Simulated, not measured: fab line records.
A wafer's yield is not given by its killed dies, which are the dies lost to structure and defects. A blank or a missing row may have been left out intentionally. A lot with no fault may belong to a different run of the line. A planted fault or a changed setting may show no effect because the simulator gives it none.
Split-lot study | flow n5_finfet | 39 wafers read from 7 lots, route of 1938 steps

== ABOUT THE SPLIT ==
At N5_BEOL_M2_TRENCH_ETCH_37 (etches SiOC in C4F6/O2, target depth 55.555 nm, time 29.2 s), the setting time_s was moved away from the recipe's 29.2 s on 15 of the 39 wafers read, by -59.0% to +56.0%. The other wafers ran this setting at the recipe's value.

== FROM THE SPLIT TO THE READING: what the file shows between them, 2 steps ==
- N5_BEOL_M2_ETCH_41: etches SiCN in CH3F/O2, target depth 29.9 nm, time 52.5 s
- N5_BEOL_M2_STRIP_97: strips in N2/H2, time 10 s

== THE READING ==
trench_depth_nm, in nm, at N5_BEOL_M2_OCD_MEAS_38. A value of 55.5 nm with a standard deviation of 0.69 nm is what fault-free wafers of this fab line usually give.

wafer  | tool, chamber at the split | time_s as run, s | against the recipe | trench_depth_nm, nm | against lot-mates on the recipe
L075.1 | rie_diel-01, 0             | 29.2             | recipe             | 56.1                | -
L075.2 | rie_diel-01, 3             | 29.2             | recipe             | 56.3                | -
L075.3 | rie_diel-01, 1             | 29.2             | recipe             | 55.8                | -
L075.4 | rie_diel-01, 2             | 11.97            | -59.0%             | 22.6                | -33.5
L075.5 | rie_diel-01, 3             | 11.97            | -59.0%             | 22.7                | -33.4
L075.6 | rie_diel-01, 0             | 11.97            | -59.0%             | 22.8                | -33.3
L084.1 | rie_diel-01, 3             | 29.2             | recipe             | 55.8                | -
L084.2 | rie_diel-01, 0             | 24.8             | -15.1%             | 46.7                | -9.3
L084.3 | rie_diel-01, 1             | 29.2             | recipe             | 55.9                | -
L084.4 | rie_diel-01, 0             | 29.2             | recipe             | 56.3                | -
L084.5 | rie_diel-01, 1             | 24.8             | -15.1%             | 47.1                | -8.9
L084.6 | rie_diel-01, 3             | 24.8             | -15.1%             | 47.0                | -9.0
L085.1 | rie_diel-01, 0             | 29.2             | recipe             | 54.9                | -
L085.2 | rie_diel-01, 1             | 45.54            | +56.0%             | 86.9                | +31.7
L085.3 | rie_diel-01, 3             | 29.2             | recipe             | 55.5                | -
L085.4 | rie_diel-01, 0             | 45.54            | +56.0%             | 86.8                | +31.6
L085.5 | rie_diel-01, 3             | 45.54            | +56.0%             | 85.4                | +30.2
L085.6 | rie_diel-01, 1             | 29.2             | recipe             | 55.3                | -
L087.1 | rie_diel-04, 2             | 29.2             | recipe             | 53.9                | -
L087.2 | rie_diel-04, 3             | 29.2             | recipe             | 55.8                | -
L087.3 | rie_diel-04, 1             | 14.54            | -50.2%             | 27.7                | -27.3
L087.4 | rie_diel-04, 0             | 29.2             | recipe             | 55.2                | -
L087.5 | rie_diel-04, 2             | 14.54            | -50.2%             | 27.3                | -27.7
L087.6 | rie_diel-04, 1             | 14.54            | -50.2%             | 27.0                | -28.0
L094.1 | rie_diel-05, 3             | 44.28            | +51.6%             | 84.2                | +29.7
L094.2 | rie_diel-05, 1             | 44.28            | +51.6%             | 83.2                | +28.7
L094.3 | rie_diel-05, 0             | 44.28            | +51.6%             | 84.1                | +29.6
L094.4 | rie_diel-05, 2,1           | 29.2             | recipe             | 54.9                | -
L094.5 | rie_diel-05, 2,1           | 29.2             | recipe             | 54.7                | -
L094.6 | rie_diel-05, 2             | 29.2             | recipe             | 54.0                | -
L091.1 | rie_diel-04, 3             | 29.2             | recipe             | 56.0                | -
L091.4 | rie_diel-04, 3             | 29.2             | recipe             | 55.6                | -
L091.5 | rie_diel-04, 1             | 29.2             | recipe             | 56.2                | -
L095.1 | rie_diel-04, 2             | 29.2             | recipe             | 54.4                | -
L095.2 | rie_diel-04, 3             | 29.2             | recipe             | 55.9                | -
L095.3 | rie_diel-04, 1             | 29.2             | recipe             | 55.9                | -
L095.4 | rie_diel-04, 0             | 29.2             | recipe             | 56.1                | -
L095.5 | rie_diel-04, 1             | 29.2             | recipe             | 56.2                | -
L095.6 | rie_diel-04, 2             | 29.2             | recipe             | 53.8                | -
The file does not say which wafer passed through which chamber wherever a row lists several chambers: such a row stands for several wafers.

FIT RESULTS
A straight line over all 39 wafers: trench_depth_nm changes by +0.554 nm for each +1% of time_s; r = +1.00; the points scatter about the line by 0.68 nm.
The same after taking each lot's own level away (the mean of its wafers on the recipe; 39 wafers): +0.561 nm for each +1%; r = +1.00; scatter 0.6 nm.
That fit puts the effect of the largest move of time_s on the reading at 33 nm.
The span of the lots' own levels, 54.53 to 56.07 nm, comes to 2.2 times the standard deviation stated above.
The two slopes are in agreement: the lot-to-lot level therefore moves the slope only a little.
Check: for one of the wafers moved furthest among these (-59.0%), held out of the fit, the line's prediction against its lot-mates is -33.1 nm. Against them it came out at -33.5 nm.

== THESE WAFERS: OTHER SPLITS ==
Before the reading, these wafers also passed through other splits. Each is held against what the fit with the lots' levels taken away leaves over:
other split on the same wafers     | wafers away from the commonest value | r with trench_depth_nm (lot level and that fit taken away)
N5_BEOL_M2_ILD_DEP_00 target_thk_a | 12                                   | +0.20

== THE WHOLE CHAIN: every reading that the file lists as answering this split, in the file's order ==
step                      | what it does                                                  | reading                                                                          | change (the file's fit)                | r (the file's)
N5_BEOL_M2_TRENCH_ETCH_37 | etches SiOC in C4F6/O2, target depth 55.555 nm, time 29.2 s   | BEOL_M2.feature_depth_nm (the simulator's own value, which no gauge read)        | +0.557 nm for each +1% of the setting  | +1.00
N5_BEOL_M2_TRENCH_ETCH_37 | etches SiOC in C4F6/O2, target depth 55.555 nm, time 29.2 s   | etch.depth_nm (the simulator's own value, which no gauge read)                   | +0.557 nm for each +1% of the setting  | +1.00
N5_BEOL_M2_TRENCH_ETCH_37 | etches SiOC in C4F6/O2, target depth 55.555 nm, time 29.2 s   | TiN_of_BEOL_M2_HM_DEP_02.thk_nm (the simulator's own value, which no gauge read) | -0.0223 nm for each +1% of the setting | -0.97
N5_BEOL_M2_OCD_MEAS_38    |                                                               | trench_depth_nm                                                                  | +0.561 nm for each +1% of the setting  | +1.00
N5_BEOL_M2_CMP_52         | polishes, stops on SiOC, t overpolish 6.8 s, target thk 40 nm | Cu_of_BEOL_M2_ECD_50.thk_nm (the simulator's own value, which no gauge read)     | +0.557 nm for each +1% of the setting  | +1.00

== THE FILE'S OWN FIT ==
trench_depth_nm changes by +0.561 nm for each +1% of time_s, r = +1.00.
